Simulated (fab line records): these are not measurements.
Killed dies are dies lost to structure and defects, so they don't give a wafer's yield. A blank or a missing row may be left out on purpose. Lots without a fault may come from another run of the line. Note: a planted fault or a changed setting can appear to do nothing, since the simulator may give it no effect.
Matching of chambers    flow nand_harc    4 sister chambers for NHARC_A_STAIRCASE_TRIM_20 on rie_diel-04
The step chemistry O2, time 211.2 s. 4 wafers are shown with their chamber, then 7 later ones without.

== WAFERS WITH THEIR CHAMBER ==
wafer   chamber  drypump_motor_current_A (A)
L087.2  2        6.3
L087.4  1        6.6
L091.2  0        5.8
L091.5  3        6.2

== WAFERS WITH NO CHAMBER GIVEN ==
wafer   drypump_motor_current_A (A)
L091.6  6.3
L095.3  5.8
L095.5  6.3
L095.6  6.5
L097.2  5.8
L097.3  6.6
L097.4  6.3

== WHICH CHAMBER EACH WENT THROUGH ==
wafer   from the rows above  in truth
L091.6  2                    2
L095.3  0                    0
L095.5  2                    2
L095.6  1                    1
L097.2  0                    0
L097.3  1                    1
L097.4  2                    2
Correct placement for 7 of the 7. Left unplaced by these rows: 0. Placed wrongly: 0.
How it was worked out, from the rows above alone: a wafer's distance from a chamber is the root of the sum, over the readings, of the square of ((its reading less the chamber's mean) divided by the reading's scatter). If the next closest chamber is less than 2 further off than the closest, the wafer can't be placed; otherwise it belongs to the closest. Each chamber's mean is taken over the wafers shown for it. The scatter: with one shown wafer a chamber, the root of the mean of the squares of how far each hidden wafer lies from its nearest shown one.
